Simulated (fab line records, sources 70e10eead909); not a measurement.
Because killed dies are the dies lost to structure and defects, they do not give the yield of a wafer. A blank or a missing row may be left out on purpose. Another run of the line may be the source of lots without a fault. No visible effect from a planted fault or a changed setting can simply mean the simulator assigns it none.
Which tool did it? + flow nand_harc + Sampling: 6 lots, 18 wafers, 5 of 1159 route steps

WHAT THE GAUGES SHOWED, per wafer
NHARC_END_SORT_01.
| lot  | measured     | on        | killed_at_array |
|------|--------------|-----------|-----------------|
| L608 | day 22 00:26 | prober-02 | 676 673 674     |

EACH LOT AND THE TOOL THAT RAN IT (in order: tool; ch and the chambers of the sampled wafers; start)
| lot  | NHARC_A_CHANNEL_FILL_D1_ETCHBACK_08           | NHARC_A_STAIRCASE_ETCH_23                     | NHARC_A_STAIRCASE_TRIM_24          | NHARC_A_STAIRCASE_TRIM_187         |
|------|-----------------------------------------------|-----------------------------------------------|------------------------------------|------------------------------------|
| L598 | rie_diel-06 ch 0,1,3, day 11 11:55 or earlier | rie_diel-07 ch 2,3, day 11 11:55 or earlier   | rie_diel-07 ch 0,2,3, day 11 11:55 | rie_diel-02 ch 0,1,3, day 11 14:09 |
| L608 | rie_diel-12 ch 1,2, day 13 13:11 or earlier   | rie_diel-02 ch 0,3, day 13 13:11 or earlier   | rie_diel-02 ch 1,2, day 13 13:11   | rie_diel-07 ch 0,2,3, day 13 15:14 |
| L612 | rie_diel-06 ch 2,3, day 14 16:08 or earlier   | rie_diel-08 ch 0,1,3, day 14 16:08            | rie_diel-08 ch 0,2, day 14 16:13   | rie_diel-07 ch 0,2, day 14 18:34   |
| L615 | rie_diel-06 ch 2,3, day 15 02:02 or earlier   | rie_diel-08 ch 1,3, day 15 02:02 or earlier   | rie_diel-08 ch 0,1,2, day 15 02:02 | rie_diel-08 ch 0,2, day 15 05:44   |
| L617 | rie_diel-06 ch 0,1, day 15 20:50 or earlier   | rie_diel-08 ch 0,3, day 15 20:50 or earlier   | rie_diel-08 ch 0,1,3, day 15 20:50 | rie_diel-02 ch 0,1, day 15 23:07   |
| L619 | rie_diel-06 ch 0,2,3, day 16 07:10 or earlier | rie_diel-02 ch 0,1,3, day 16 07:10 or earlier | rie_diel-02 ch 1,2,3, day 16 07:10 | rie_diel-02 ch 0,1,2, day 16 11:00 |
- NHARC_A_CHANNEL_FILL_D1_ETCHBACK_08: etches the open film in C4F8, target depth 220 nm, time 110 s.
- NHARC_A_STAIRCASE_ETCH_23: etches the open film in C4F8/O2, target depth 100 nm, time 40.5 s.
- NHARC_A_STAIRCASE_TRIM_24: chemistry O2, time 211.2 s.
- NHARC_A_STAIRCASE_TRIM_187: chemistry O2, time 211.2 s.

THE ANSWER, worked out from the rows above alone
Rule: usual is defined by the lots themselves. The widest of any qualifying gaps counts: lots, ordered by their means at a reading, are off when they make up no more than a third of the lots, leave a main group of 4 or more, and stand apart from it by 3 or more times the standard deviation of that group's means. A main group whose means are all the same, to the digits that the tables above print for the reading, isn't used. A lot without any number at a reading at which 4 lots or more have one is off too. The other lots that the step has rows for count as sound.
No lot is off on any of the readings shown, so nothing can be concluded from this.

WHAT THE SIMULATOR PUT IN
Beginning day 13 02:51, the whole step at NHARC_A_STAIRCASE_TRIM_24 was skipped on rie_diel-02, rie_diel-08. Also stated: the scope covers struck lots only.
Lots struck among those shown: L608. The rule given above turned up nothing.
